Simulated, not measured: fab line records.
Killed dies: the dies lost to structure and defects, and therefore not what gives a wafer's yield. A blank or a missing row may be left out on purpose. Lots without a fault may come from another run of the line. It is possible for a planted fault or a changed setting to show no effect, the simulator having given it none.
Matching of chambers	flow n5_finfet	N5_BEOL_M2_ETCH_77 on rie_diel-03: 4 sister chambers
The step etches underlayer in N2/H2, target depth 6.5 nm, time 5.2 s. 14 wafers are shown with their chamber, then 7 later ones without.

== EACH WAFER AND ITS CHAMBER ==
wafer	chamber	drypump_motor_current_A (A)	showerhead_plenum_p_Torr (Torr)	oes_product_au (a.u.)
L078.2	1	6.3	2.61	0.59
L078.3	3	5.5	2.34	0.62
L078.6	1	6.4	2.61	0.59
L080.2	1	6.4	2.61	0.58
L080.3	3	5.5	2.34	0.61
L080.4	0	5.3	2.47	0.71
L082.2	3	5.5	2.33	0.62
L082.4	1	6.4	2.61	0.59
L082.5	1	6.3	2.61	0.58
L086.1	3	5.5	2.33	0.61
L086.2	1	6.4	2.60	0.58
L086.4	2	4.8	2.51	0.77
L092.1	0	5.3	2.46	0.70
L092.4	2	4.8	2.50	0.76

SIGNATURES (averages over the wafers above)
reading	chamber 0	chamber 1	chamber 2	chamber 3	scatter within a chamber
drypump_motor_current_A	5.300	6.367	4.800	5.500	0.0365
showerhead_plenum_p_Torr	2.4650	2.6083	2.5050	2.3350	0.00532
oes_product_au	0.7050	0.5850	0.7650	0.6150	0.00592
Rule: a wafer's distance from a chamber is the root of the sum, over the readings, of the square of ((its reading less the chamber's mean) divided by the reading's scatter). If the next closest chamber is less than 2 further off than the closest, the wafer can't be placed; otherwise it belongs to the closest. The scatter: the root of (the sum of the squares of (reading less its chamber's mean) over the shown wafers, divided by (wafers less chambers)).

== WAFERS WHOSE CHAMBER IS MISSING ==
wafer	drypump_motor_current_A (A)	showerhead_plenum_p_Torr (Torr)	oes_product_au (a.u.)
L092.5	4.8	2.50	0.75
L095.2	5.5	2.32	0.59
L095.3	4.8	2.50	0.76
L095.4	5.3	2.45	0.68
L097.2	4.8	2.50	0.74
L097.3	5.5	2.32	0.59
L097.4	5.5	2.32	0.59

== EACH ONE'S CHAMBER ==
wafer	from the rows above	in truth
L092.5	2	2
L095.2	3	3
L095.3	2	2
L095.4	0	0
L097.2	2	2
L097.3	3	3
L097.4	3	3
Placed correctly: 7 of 7. Not placeable from these rows: 0. Number placed wrongly: 0.
